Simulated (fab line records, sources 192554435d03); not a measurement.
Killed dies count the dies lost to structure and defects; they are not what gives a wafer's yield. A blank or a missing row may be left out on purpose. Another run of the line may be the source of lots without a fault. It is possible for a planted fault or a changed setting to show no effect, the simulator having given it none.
fab line records | flow n5Finfet
record: lots: 9 | wafers: 25 | lastDay: 17
route steps=1938 shown BEOL_M4@1111 BEOL_M9@1445 BEOL_M10@1470 PASSIVATION@1936
lots that met no fault: taken from a fault-free run of the same line
startH: start of the lot's first displayed wafer, in hours after the record's first day | waitH: how many hours have passed since the lot's step before this one | " as in the row above | L1.1+2: a single row standing in for several wafers | - no value present, or no start provided | * or withheld: withheld | < > ~ a bound
route shown NAME@n: a module of which the file shows steps, and the number in the route of the first | usual: mean/standard deviation of fault-free wafers | same: alike in all rows | chamber/n: place in a boat | sites: per-site readings | _std_site: how widely they spread, as a standard deviation | _edge_site: inner sites' mean taken away from outer sites' mean | radiusMm: how far each site lies from the wafer's centre | mask NAME#n: copy n | behind: tool/chamber where the wafer was last shaped | hold: cause of the lot's hold/its duration in hours/its outcome | device: whichever transistor did not switch (one of n, p or np) | end of line: the tests these same wafers got at the end of their route | a step with no rows: only its recipe | killed: dies that structure and defects cost at the first sort, which is not the same as the wafer's yield | map: a wafer's dies, x killed, . not, _ none there
set.NAME: the setting that was run; set.NAME@STEP: the one run at that earlier step | model.NAME: the simulator's own value behind a step, which no gauge read
the route's steps for a sample of lots (tables are steps, rows are wafers)
services: from which hour (startH, from the record's first day; less than 0 if before it) a tool's chamber was out of use, for how many hours, and why
== steps ==
step: N5_BEOL_M4_RC_MEAS_101
usual: DIBL_N: 36.0/1.9 | DIBL_P: 35.6/2.4 | IOFF_N: 0.16/0.036 | IOFF_P: 0.21/0.04 | ION_N: 673/14 | ION_P: 460/8.9 | SS_N: 71.5/0.67 | SS_P: 73.2/0.73 | VT_N: 249/3.6 | VT_P: -250/3.7
lot.wafer | tool      | chamber | startH | waitH | DIBL_N[mV/V] | DIBL_P[mV/V] | IOFF_N[nA/um] | IOFF_P[nA/um] | ION_N[uA/um] | ION_P[uA/um] | SS_N[mV/dec] | SS_P[mV/dec] | VT_N[mV] | VT_P[mV]
L594.4    | prober-02 | 0       | 169.38 | 0.5   | 35.0         | 35.2         | 0.15          | 0.16          | 683          | 458          | 72.3         | 72.4         | 252      | -255
L594.5    | "         | 0       | "      | "     | 31.5         | 31.6         | 0.10          | 0.12          | 661          | 449          | 70.8         | 71.6         | 259      | -261
L594.6    | "         | 0       | "      | "     | 34.7         | 35.5         | 0.14          | 0.16          | 668          | 456          | 71.4         | 72.9         | 252      | -256
L597.2    | prober-01 | 0       | 184.11 | 0.2   | 33.6         | 33.5         | 0.14          | 0.19          | 665          | 457          | 70.7         | 72.8         | 250      | -251
L597.3    | "         | 0       | "      | "     | 33.5         | 33.5         | 0.15          | 0.19          | 677          | 464          | 71.2         | 73.3         | 249      | -249
L601.1    | prober-01 | 0       | 211.33 | 0.0   | 37.1         | 38.2         | 0.20          | 0.28          | 693          | 476          | 72.1         | 73.3         | 245      | -243
L601.3    | "         | 0       | "      | "     | 36.2         | 34.7         | 0.17          | 0.22          | 663          | 459          | 71.8         | 72.7         | 248      | -247
L604.2    | prober-01 | 0       | 227.67 | 0.2   | 35.5         | 35.0         | 0.14          | 0.18          | 663          | 460          | 71.0         | 72.9         | 250      | -253
L604.4    | "         | 0       | "      | "     | 38.2         | 38.7         | 0.18          | 0.23          | 682          | 470          | 71.9         | 74.3         | 250      | -249
L604.5    | "         | 0       | "      | "     | 33.9         | 32.8         | 0.11          | 0.15          | 653          | 453          | 70.6         | 72.7         | 255      | -254
L605.2    | prober-01 | 0       | 231.46 | 0.2   | 37.1         | 36.9         | 0.19          | 0.23          | 683          | 465          | 71.3         | 74.6         | 246      | -250
L605.3    | "         | 0       | "      | "     | 40.2         | 39.4         | 0.22          | 0.28          | 673          | 464          | 71.7         | 74.8         | 246      | -246
L605.6    | "         | 0       | "      | "     | 37.7         | 37.0         | 0.19          | 0.22          | 681          | 464          | 71.9         | 74.1         | 247      | -247
L612.2    | prober-02 | 0       | 276.21 | 0.2   | 34.6         | 35.0         | 0.15          | 0.19          | 677          | 467          | 71.4         | 73.3         | 249      | -251
L612.3    | "         | 0       | "      | "     | 33.1         | 32.2         | 0.11          | 0.15          | 664          | 461          | 70.9         | 72.4         | 254      | -255
L612.4    | "         | 0       | "      | "     | 36.2         | 36.5         | 0.16          | 0.21          | 672          | 468          | 71.1         | 73.8         | 249      | -249
L614.2    | prober-01 | 0       | 286.13 | 0.2   | 33.6         | 33.4         | 0.13          | 0.21          | 656          | 457          | 71.0         | 73.3         | 249      | -245
L614.5    | "         | 0       | "      | "     | 33.4         | 34.0         | 0.12          | 0.21          | 667          | 469          | 70.7         | 72.3         | 253      | -245
L614.6    | "         | 0       | "      | "     | 35.7         | 36.4         | 0.15          | 0.25          | 667          | 461          | 72.1         | 74.2         | 248      | -247
L615.4    | prober-02 | 0       | 295.78 | 0.5   | 38.9         | 38.7         | 0.20          | 0.23          | 689          | 460          | 71.7         | 74.6         | 243      | -252
L615.5    | "         | 0       | "      | "     | 36.5         | 34.8         | 0.15          | 0.17          | 670          | 447          | 71.3         | 73.3         | 250      | -254
L615.6    | "         | 0       | "      | "     | 37.4         | 36.9         | 0.17          | 0.20          | 668          | 459          | 72.0         | 73.7         | 247      | -252
L616.2    | prober-02 | 0       | 310.84 | 0.2   | 34.9         | 36.5         | 0.16          | 0.20          | 684          | 467          | 71.0         | 72.7         | 248      | -249
L616.4    | "         | 0       | "      | "     | 34.4         | 35.7         | 0.15          | 0.19          | 678          | 459          | 71.3         | 72.7         | 251      | -254
L616.6    | "         | 0       | "      | "     | 34.5         | 35.4         | 0.14          | 0.18          | 664          | 456          | 71.2         | 72.9         | 250      | -253
step: N5_BEOL_M9_STRIP_36
recipe: chemistry: N2/H2 | powerW: 450 | tempC: 40 | pressureMtorr: 20 | rfFrequencyHz: 6e+07 | overashFraction: 0.3 | biasPowerW: 7 | h2Frac: 0.5 | n2FlowSccm: 200 | h2FlowSccm: 200
usual: drypumpMotorCurrentA: 5.5/0.56 | oesProductAu: 0.80/0.088 | rfVppV: 59.3/1.4 | showerheadPlenumPTorr: 2.54/0.12 | tempC: 39.99/0.12 | throttleValvePct: 23.6/0.31
lot.wafer | tool       | chamber | startH | waitH | drypumpMotorCurrentA | oesProductAu | rfHoursCounterH | rfVppV | showerheadPlenumPTorr | tempC | throttleValvePct
L594.4    | rieDiel-03 | 3       | 214.01 | 0.0   | 6.5                  | 0.69         | -               | 60.8   | 2.39                  | 40.09 | 23.5
L594.5    | "          | 1       | "      | "     | 5.1                  | 0.87         | -               | 60.6   | 2.70                  | 40.01 | 23.5
L594.6    | "          | 2       | "      | "     | 5.3                  | 0.85         | -               | 60.2   | 2.47                  | 40.12 | 23.5
L597.2    | rieDiel-03 | 3       | 226.88 | 0.0   | 6.5                  | 0.69         | 251             | 60.7   | 2.39                  | 39.93 | 23.5
L597.3    | "          | 1       | "      | "     | 5.0                  | 0.87         | 46              | 58.4   | 2.70                  | 39.84 | 23.5
L601.1    | rieDiel-03 | 2       | 262.49 | 0.0   | 5.2                  | 0.84         | 77              | 60.3   | 2.46                  | 39.84 | 23.5
L601.3    | "          | 0       | "      | "     | 6.0                  | 0.68         | 211             | 60.9   | 2.63                  | 39.86 | 23.3
L604.2    | rieDiel-06 | 1       | 268.68 | 0.0   | 5.4                  | 0.77         | 126             | 59.9   | 2.63                  | 40.01 | 23.1
L604.4    | "          | 0       | "      | "     | 6.2                  | 0.69         | -               | 58.1   | 2.41                  | 40.31 | 24.2
L604.5    | "          | 1       | "      | "     | 5.4                  | 0.78         | -               | 61.5   | 2.63                  | 39.96 | 23.1
L605.2    | rieDiel-06 | 1       | 269.11 | 0.0   | 5.4                  | 0.75         | 126             | 60.1   | 2.63                  | 39.91 | 23.1
L605.3    | "          | 0       | "      | "     | 6.3                  | 0.69         | 248             | 61.6   | 2.41                  | 39.98 | 24.2
L605.6    | "          | 3       | "      | "     | 4.8                  | 0.81         | -               | 60.0   | 2.54                  | 39.99 | 23.5
L612.2    | rieDiel-02 | 0       | 314.94 | 0.0   | 5.7                  | 0.72         | 187             | 59.4   | 2.34                  | 39.87 | 24.3
L612.3    | "          | 2       | "      | "     | 5.7                  | 0.79         | 123             | 60.0   | 2.43                  | 39.99 | 23.7
L612.4    | "          | 2       | "      | "     | 5.7                  | 0.79         | -               | 58.3   | 2.43                  | 39.81 | 23.7
L614.2    | rieDiel-06 | 0       | 326.48 | 0.0   | 6.2                  | 0.96         | 7               | 59.9   | 2.73                  | 40.20 | 23.9
L614.5    | "          | 0       | "      | "     | 6.2                  | 0.96         | -               | 60.9   | 2.73                  | 39.99 | 23.9
L614.6    | "          | 3       | "      | "     | 4.8                  | 0.78         | -               | 58.5   | 2.53                  | 40.11 | 23.5
L615.4    | rieDiel-03 | 0       | 339.33 | 0.0   | 5.9                  | 0.66         | 236             | 61.1   | 2.62                  | 39.87 | 23.4
L615.5    | "          | 1       | "      | "     | 5.1                  | 0.80         | -               | 60.2   | 2.68                  | 39.83 | 23.6
L615.6    | "          | 2       | "      | "     | 5.3                  | 0.80         | -               | 58.6   | 2.45                  | 39.89 | 23.5
L616.2    | rieDiel-06 | 3       | 349.96 | 0.0   | 4.7                  | 0.79         | 142             | 60.3   | 2.53                  | 40.12 | 23.5
L616.4    | "          | 1       | "      | "     | 5.4                  | 0.74         | 152             | 58.1   | 2.62                  | 39.84 | 23.2
L616.6    | "          | 3       | "      | "     | 4.7                  | 0.79         | -               | 57.7   | 2.53                  | 40.01 | 23.5
step: N5_BEOL_M9_SURFACE_TREAT_79
recipe: gas: Ar | timeS: * | ionEnergyEv: * | ionCurrentMaCm2: 0.5 | pressureMtorr: * | arFlowSccm: 30
usual: throttleValvePct: *
lot.wafer | tool          | chamber | startH | waitH | throttleValvePct
L594.4    | pvdSputter-01 | -       | 215.25 | 0.2   | *
L594.5    | "             | -       | "      | "     | *
L594.6    | "             | -       | "      | "     | *
L597.2    | pvdSputter-02 | -       | 228.17 | 0.2   | *
L597.3    | "             | -       | "      | "     | *
L601.1    | pvdSputter-02 | -       | 263.84 | 0.2   | *
L601.3    | "             | -       | "      | "     | *
L604.2    | pvdSputter-03 | -       | 269.87 | 0.2   | *
L604.4    | "             | -       | "      | "     | *
L604.5    | "             | -       | "      | "     | *
L605.2    | pvdSputter-01 | -       | 270.46 | 0.2   | *
L605.3    | "             | -       | "      | "     | *
L605.6    | "             | -       | "      | "     | *
L612.2    | pvdSputter-03 | -       | 317.22 | 1.2   | *
L612.3    | "             | -       | "      | "     | *
L612.4    | "             | -       | "      | "     | *
L614.2    | pvdSputter-03 | -       | 329.55 | 0.2   | *
L614.5    | "             | -       | "      | "     | *
L614.6    | "             | -       | "      | "     | *
L615.4    | pvdSputter-01 | -       | 341.17 | 0.2   | *
L615.5    | "             | -       | "      | "     | *
L615.6    | "             | -       | "      | "     | *
L616.2    | pvdSputter-03 | -       | 354.24 | 2.2   | *
L616.4    | "             | -       | "      | "     | *
L616.6    | "             | -       | "      | "     | *
step: N5_BEOL_M9_CMP_52
recipe: stopOn: SiCOH_lowk | tOverpolishS: 7 | downForcePsi: 1 | platenRpm: 50 | clearingPlatenDownForcePsi: 1.5 | clearingPlatenRpm: 50 | postCmpClean: cuAlkaline | targetThkNm: 140 | clearingPlatenPadVelocityMS: 0.99484 | padVelocityMS: 0.99484
usual: barrierFieldEndpointS: 29.2/1 | clearingPlatenDownForcePsi: 1.500/0.0032 | motorCurrentA: 6.0/0.7 | overpolishRunS: 6.999/0.0086 | timeToEndpointS: 68/4.9
lot.wafer | tool   | chamber | startH | waitH | barrierFieldEndpointS | clearingPlatenDownForcePsi | motorCurrentA | overpolishRunS | timeToEndpointS
L594.4    | cmp-04 | 3       | 216.31 | 0.2   | 28.0                  | 1.497                      | 7.1           | 7.004          | 59
L594.5    | "      | 1       | "      | "     | 29.7                  | 1.499                      | 4.8           | 7.008          | 70
L594.6    | "      | 2       | "      | "     | 28.0                  | 1.504                      | 6.9           | 7.021          | 61
L597.3    | cmp-04 | 1       | 229.06 | 0.3   | 31.4                  | 1.504                      | 5.0           | 7.013          | 78
L597.2    | "      | 3       | "      | "     | 28.4                  | 1.500                      | 6.6           | 7.000          | 59
L601.1    | cmp-02 | 0       | 264.57 | 0.3   | 30.0                  | 1.501                      | 5.3           | 7.000          | 68
L601.3    | "      | 1       | "      | "     | 28.5                  | 1.502                      | 6.4           | 6.995          | 68
L604.4    | cmp-02 | 2       | 270.69 | 0.1   | -                     | -                          | -             | -              | -
L604.2    | "      | 0       | "      | "     | -                     | -                          | -             | -              | -
L604.5    | "      | 2       | "      | "     | -                     | -                          | -             | -              | -
L605.3    | cmp-01 | 3       | 271.55 | 0.2   | -                     | -                          | -             | -              | -
L605.2    | "      | 2       | "      | "     | -                     | -                          | -             | -              | -
L605.6    | "      | 3       | "      | "     | -                     | -                          | -             | -              | -
L612.4    | cmp-02 | 1       | 318.03 | 0.1   | 29.5                  | 1.505                      | 6.4           | 6.997          | 68
L612.3    | "      | 3       | "      | "     | 29.3                  | 1.497                      | 5.0           | 6.979          | 70
L612.2    | "      | 0       | "      | "     | 28.9                  | 1.501                      | 5.3           | 6.996          | 62
L614.2    | cmp-04 | 0       | 330.40 | 0.2   | 28.5                  | 1.504                      | 6.3           | 7.002          | 64
L614.6    | "      | 0       | "      | "     | 28.9                  | 1.501                      | 6.4           | 7.006          | 66
L614.5    | "      | 1       | "      | "     | 29.5                  | 1.502                      | 5.2           | 6.991          | 71
L615.4    | cmp-01 | 2       | 342.11 | 0.1   | 29.0                  | 1.497                      | 5.2           | 7.000          | 65
L615.5    | "      | 2       | "      | "     | 30.6                  | 1.504                      | 5.4           | 7.002          | 68
L615.6    | "      | 3       | "      | "     | 29.8                  | 1.501                      | 6.0           | 7.001          | 71
L616.4    | cmp-01 | 2       | 355.06 | 0.2   | 29.9                  | 1.497                      | 4.9           | 6.993          | 70
L616.2    | "      | 3       | "      | "     | 30.4                  | 1.506                      | 6.4           | 6.975          | 73
L616.6    | "      | 2       | "      | "     | 29.9                  | 1.499                      | 5.3           | 6.998          | 69
step: N5_BEOL_M9_THK_MEAS_53
recipe: thkMeasGauge: xrf | reads: Cu_of_BEOL_M9_ECD_50
usual: M9_THK: 142/3.2
lot.wafer | tool         | chamber | startH | waitH | M9_THK[nm]
L594.4    | filmMetro-01 | -       | 216.53 | -     | 136
L594.5    | "            | -       | "      | "     | 142
L594.6    | "            | -       | "      | "     | 140
L597.2    | filmMetro-02 | -       | 229.32 | -     | 136
L597.3    | "            | -       | "      | "     | 145
L601.1    | filmMetro-01 | -       | 264.86 | -     | 144
L601.3    | "            | -       | "      | "     | 142
L604.2    | filmMetro-01 | -       | 270.98 | 0.2   | 327
L604.4    | "            | -       | "      | "     | 329
L604.5    | "            | -       | "      | "     | 327
L605.2    | filmMetro-01 | -       | 271.85 | 0.1   | 328
L605.3    | "            | -       | "      | "     | 325
L605.6    | "            | -       | "      | "     | 328
L612.2    | filmMetro-02 | -       | 318.32 | -     | 137
L612.3    | "            | -       | "      | "     | 141
L612.4    | "            | -       | "      | "     | 142
L614.2    | filmMetro-01 | -       | 330.69 | -     | 147
L614.5    | "            | -       | "      | "     | 150
L614.6    | "            | -       | "      | "     | 141
L615.4    | filmMetro-02 | -       | 342.40 | -     | 138
L615.5    | "            | -       | "      | "     | 143
L615.6    | "            | -       | "      | "     | 143
L616.2    | filmMetro-01 | -       | 355.32 | -     | 143
L616.4    | "            | -       | "      | "     | 143
L616.6    | "            | -       | "      | "     | 143
step: N5_BEOL_M9_RS_MEAS_57
recipe: thkMeasGauge: four-point-probe | reads: Cu_of_BEOL_M9_ECD_50+Co_of_BEOL_M9_CVD_78+TaN_of_BEOL_M9_ALD_74
usual: M9_RS: 0.152/0.0036
lot.wafer | tool         | chamber | startH | waitH | M9_RS[ohm/sq]
L594.4    | filmMetro-01 | -       | 216.66 | 0.0   | 0.159
L594.5    | "            | -       | "      | "     | 0.150
L594.6    | "            | -       | "      | "     | 0.154
L597.2    | filmMetro-02 | -       | 229.45 | 0.1   | 0.159
L597.3    | "            | -       | "      | "     | 0.148
L601.1    | filmMetro-02 | -       | 265.00 | 0.1   | 0.151
L601.3    | "            | -       | "      | "     | 0.154
L604.2    | filmMetro-01 | -       | 271.12 | 0.1   | 0.060
L604.4    | "            | -       | "      | "     | 0.060
L604.5    | "            | -       | "      | "     | 0.060
L605.2    | filmMetro-02 | -       | 271.98 | 0.1   | 0.060
L605.3    | "            | -       | "      | "     | 0.061
L605.6    | "            | -       | "      | "     | 0.060
L612.2    | filmMetro-01 | -       | 318.49 | 0.1   | 0.158
L612.3    | "            | -       | "      | "     | 0.153
L612.4    | "            | -       | "      | "     | 0.152
L614.2    | filmMetro-02 | -       | 330.83 | 0.1   | 0.146
L614.5    | "            | -       | "      | "     | 0.143
L614.6    | "            | -       | "      | "     | 0.153
L615.4    | filmMetro-01 | -       | 342.54 | 0.0   | 0.157
L615.5    | "            | -       | "      | "     | 0.152
L615.6    | "            | -       | "      | "     | 0.151
L616.2    | filmMetro-02 | -       | 355.45 | 0.1   | 0.150
L616.4    | "            | -       | "      | "     | 0.149
L616.6    | "            | -       | "      | "     | 0.151
step: N5_BEOL_M9_INSPECT_58
recipe: inspectInstrument: darkfield | mode: postDep
usual: rawDefectCount: 74/24
lot.wafer | tool             | chamber | startH | waitH | rawDefectCount
L594.4    | defectInspect-02 | -       | 216.69 | 0.0   | 91
L594.5    | "                | -       | "      | "     | 58
L594.6    | "                | -       | "      | "     | 58
L597.2    | defectInspect-01 | -       | 229.48 | 0.0   | 99
L597.3    | "                | -       | "      | "     | 80
L601.1    | defectInspect-01 | -       | 265.03 | 0.0   | 145
L601.3    | "                | -       | "      | "     | 72
L604.2    | defectInspect-02 | -       | 271.15 | 0.0   | 4367
L604.4    | "                | -       | "      | "     | 4412
L604.5    | "                | -       | "      | "     | 4356
L605.2    | defectInspect-02 | -       | 272.01 | 0.0   | 4425
L605.3    | "                | -       | "      | "     | 4332
L605.6    | "                | -       | "      | "     | 4330
L612.2    | defectInspect-01 | -       | 318.52 | 0.0   | 77
L612.3    | "                | -       | "      | "     | 56
L612.4    | "                | -       | "      | "     | 129
L614.2    | defectInspect-02 | -       | 330.86 | 0.0   | 109
L614.5    | "                | -       | "      | "     | 82
L614.6    | "                | -       | "      | "     | 54
L615.4    | defectInspect-01 | -       | 342.56 | 0.0   | 61
L615.5    | "                | -       | "      | "     | 83
L615.6    | "                | -       | "      | "     | 75
L616.2    | defectInspect-01 | -       | 355.48 | 0.0   | 88
L616.4    | "                | -       | "      | "     | 53
L616.6    | "                | -       | "      | "     | 97
step: N5_BEOL_M10_ILD_DEP_00
recipe: material: SiCOH_lowk | targetThkA: 3085.1 | tempC: 300 | precursor: DEMS/porogen | pressureTorr: 5 | rfW: 500 | timeS: 58
usual: heaterPowerW: 304/50 | showerheadPlenumPTorr: 5.737/0.012 | throttleValvePct: 14.2/0.42
lot.wafer | tool     | chamber | startH | waitH | heaterPowerW | showerheadPlenumPTorr | throttleValvePct
L594.4    | pecvd-02 | 0       | 216.75 | 0.1   | 380          | 5.744                 | 14.4
L594.5    | "        | 0       | "      | "     | 390          | 5.734                 | 14.1
L594.6    | "        | 1       | "      | "     | 305          | 5.741                 | 14.4
L597.2    | pecvd-01 | 0       | 229.52 | 0.0   | 292          | 5.739                 | 14.7
L597.3    | "        | 1       | "      | "     | 350          | 5.739                 | 14.7
L601.1    | pecvd-04 | 2       | 265.06 | 0.0   | 292          | 5.725                 | 14.2
L601.3    | "        | 1       | "      | "     | 387          | 5.756                 | 14.0
L612.2    | pecvd-04 | 0       | 318.55 | 0.0   | 269          | 5.729                 | 14.5
L612.3    | "        | 2       | "      | "     | 286          | 5.724                 | 14.1
L612.4    | "        | 1       | "      | "     | 382          | 5.740                 | 13.7
L614.2    | pecvd-02 | 2       | 330.89 | 0.0   | 318          | 5.725                 | 12.9
L614.5    | "        | 2       | "      | "     | 335          | 5.717                 | 12.9
L614.6    | "        | 1       | "      | "     | 298          | 5.718                 | 14.0
L615.4    | pecvd-04 | 0       | 342.63 | 0.1   | 210          | 5.727                 | 14.4
L615.5    | "        | 1       | "      | "     | 365          | 5.746                 | 14.0
L615.6    | "        | 2       | "      | "     | 326          | 5.716                 | 14.5
L616.2    | pecvd-01 | 2       | 355.52 | 0.0   | 244          | 5.749                 | 13.9
L616.4    | "        | 0       | "      | "     | 292          | 5.755                 | 14.8
L616.6    | "        | 2       | "      | "     | 254          | 5.753                 | 13.8
step: N5_PASSIVATION_PROBE_49
usual: defectLimitedYield: 91.2/1.4 | killed_at_M0_to_M3: 32/9.3 | killed_at_M4_up: 14/4.9 | killedAtContacts: 15/7.5 | killedAtFrontEnd: 40/11 | killedAtOther: 4/3.3 | killedDies: 104/17 | killedOnRim: 13/4.2 | killedOpen: 68/14 | killedShort: 33/7.9 | sort_bin_5_function: 5.2/0.99 | sort_bin_6_memory: 3.2/0.65 | sortNPass: 1076/17 | sortYieldPct: 91.1/1.5
same: grossDies: 1180 | killedAtBackSide: 0 | sort_bin_4_leakage[%]: 0 | sort_bin_8_speed[%]: 0
lot.wafer | tool      | chamber | startH | waitH | defectLimitedYield[%] | killed_at_M0_to_M3 | killed_at_M4_up | killedAtContacts | killedAtFrontEnd | killedAtOther | killedDies | killedOnRim | killedOpen | killedShort | sort_bin_5_function[%] | sort_bin_6_memory[%] | sortNPass | sortYieldPct[%]
L605.2    | prober-01 | -       | 324.11 | 0.1   | 0                     | 28                 | 1090            | 9                | 50               | 3             | 1180       | 152         | 58         | 40          | 5.5                    | 2.8                  | 0         | 0
L605.3    | prober-01 | -       | 324.16 | 0.1   | 0                     | 22                 | 1107            | 11               | 39               | 1             | 1180       | 152         | 61         | 20          | 4.3                    | 2.5                  | 0         | 0
L605.6    | prober-01 | -       | 324.31 | 0.3   | 0                     | 35                 | 1100            | 7                | 37               | 1             | 1180       | 152         | 64         | 31          | 4.9                    | 2.8                  | 0         | 0
L604.2    | prober-02 | -       | 324.91 | 0.1   | 0                     | 34                 | 1102            | 14               | 27               | 3             | 1180       | 152         | 56         | 44          | 5.2                    | 2.9                  | 0         | 0
L604.4    | prober-02 | -       | 325.01 | 0.2   | 0                     | 26                 | 1092            | 11               | 46               | 5             | 1180       | 152         | 61         | 38          | 5.0                    | 3.2                  | 0         | 0
L604.5    | prober-02 | -       | 325.06 | 0.2   | 0                     | 34                 | 1072            | 25               | 46               | 3             | 1180       | 152         | 79         | 38          | 6.1                    | 3.8                  | 0         | 0
killed by level:class
L605.2 BEOL_M9:areaCmp=1078 FIN_SAQP:geometricParticle:short=19 BEOL_M0_SAQP:geometricParticle:open=11 MOL_CONTACT_COAG:geometricParticle:open=9 FIN_SAQP:geometricParticle:open=6 GATE_CUT:geometricParticle:short=6 BEOL_M1:geometricParticle:open=5 BEOL_M5:geometricParticle:open=5
L605.3 BEOL_M9:areaCmp=1097 FIN_SAQP:geometricParticle:open=13 FIN_SAQP:geometricParticle:short=10 MOL_CONTACT_COAG:geometricParticle:open=10 BEOL_M2:geometricParticle:open=8 BEOL_M3:geometricParticle:open=6 GATE_CUT:geometricParticle:open=5 BEOL_M1:geometricParticle:open=4
L605.6 BEOL_M9:areaCmp=1084 BEOL_M0_SAQP:geometricParticle:open=10 BEOL_M0_SAQP:geometricParticle:short=9 FIN_SAQP:geometricParticle:open=8 BEOL_M4:geometricParticle:open=8 DUMMY_GATE:geometricParticle:open=6 MOL_CONTACT_COAG:geometricParticle:open=6 BEOL_M2:geometricParticle:open=6
L604.2 BEOL_M9:areaCmp=1080 BEOL_M0_SAQP:geometricParticle:short=11 BEOL_M4:geometricParticle:open=10 BEOL_M3:geometricParticle:open=8 MOL_CONTACT_COAG:geometricParticle:short=7 MOL_CONTACT_COAG:geometricParticle:open=7 FIN_SAQP:geometricParticle:open=5 FIN_SAQP:geometricParticle:short=5
L604.4 BEOL_M9:areaCmp=1079 FIN_SAQP:geometricParticle:short=15 FIN_SAQP:geometricParticle:open=11 MOL_CONTACT_COAG:geometricParticle:open=10 STI_FIN_REVEAL:geometricParticle:open=8 BEOL_M0_SAQP:geometricParticle:open=6 BEOL_M3:geometricParticle:open=6 GATE_CUT:geometricParticle:short=4
L604.5 BEOL_M9:areaCmp=1060 MOL_CONTACT_COAG:geometricParticle:open=23 FIN_SAQP:geometricParticle:open=12 FIN_SAQP:geometricParticle:short=12 BEOL_M0_SAQP:geometricParticle:open=6 BEOL_M3:geometricParticle:open=6 BEOL_M2:geometricParticle:open=6 BEOL_M1:geometricParticle:open=5
== services ==
tool       | chamber | startH | hours | kind
pecvd-04   | 0       | 193.65 | 15.3  | repair
cmp-01     | -       | 207.58 | 2.0   | repair
cmp-02     | -       | 225.38 | 0.5   | repair
cmp-01     | -       | 226.68 | 4.9   | pm
cmp-04     | -       | 233.36 | 2.1   | repair
cmp-01     | -       | 234.43 | 27.3  | repair
pecvd-02   | -       | 236.17 | 23.9  | repair
pecvd-04   | 1       | 244.42 | 4.1   | repair
cmp-01     | -       | 264.17 | 4.0   | pm
pecvd-01   | -       | 264.89 | 5.5   | pm
cmp-04     | -       | 271.01 | 1.6   | repair
cmp-04     | -       | 274.17 | 4.0   | pm
rieDiel-03 | 0       | 274.83 | 3.8   | repair
rieDiel-06 | 3       | 276.39 | 6.5   | repair
cmp-04     | -       | 278.17 | 4.3   | pm
cmp-01     | -       | 281.64 | 1.9   | repair
cmp-04     | -       | 285.17 | 5.1   | repair
pecvd-02   | 1       | 288.13 | 5.0   | repair
rieDiel-06 | 3       | 289.56 | 18.8  | repair
pecvd-01   | 0       | 309.70 | 7.9   | repair
rieDiel-06 | 1       | 313.27 | 20.2  | repair
rieDiel-03 | 2       | 336.02 | 2.5   | repair
cmp-02     | -       | 352.62 | 5.6   | pm
rieDiel-03 | 1       | 354.76 | 13.3  | repair
== key ==
firstSign: step: N5_BEOL_M9_CMP_52 | reading: toolRecord | direction: missing
effect: step: N5_BEOL_M9_THK_MEAS_53 | reading: M9_THK | direction: up | sigmas: 57 | usual: 142 | struck: 327
effect: step: N5_BEOL_M9_RS_MEAS_57 | reading: M9_RS | direction: down | sigmas: 25 | usual: 0.152 | struck: 0.060
effect: step: N5_BEOL_M9_INSPECT_58 | reading: rawDefectCount | direction: up | sigmas: 99+ | usual: 74 | struck: 4370
effect: step: N5_PASSIVATION_PROBE_49 | reading: killed_at_M4_up | direction: up | sigmas: 99+ | usual: 14 | struck: 1094
moreKillsBornAt: N5_BEOL_M9_CMP_52@cmp-01: 3259 | N5_BEOL_M9_CMP_52@cmp-02: 3219
metAt N5_BEOL_M9_CMP_52
struckLots L604,L605
laterRowsLeftOut L604.2,L604.4,L604.5,L605.2,L605.3,L605.6
notActingAt N5_BEOL_M9_STRIP_36,N5_BEOL_M9_SURFACE_TREAT_79,N5_BEOL_M10_ILD_DEP_00
onsetBetween 264.57 270.69
fault: kind: skippedStepWhole | tool: cmp-01,cmp-02 | chamber: - | onsetH: 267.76 | steps: N5_BEOL_M9_CMP_52 | scope: struckLotsOnly
laterRowsLeftOut: the simulator's readings of these wafers behind a module that went badly wrong aren't trusted and aren't shown, but for the sort
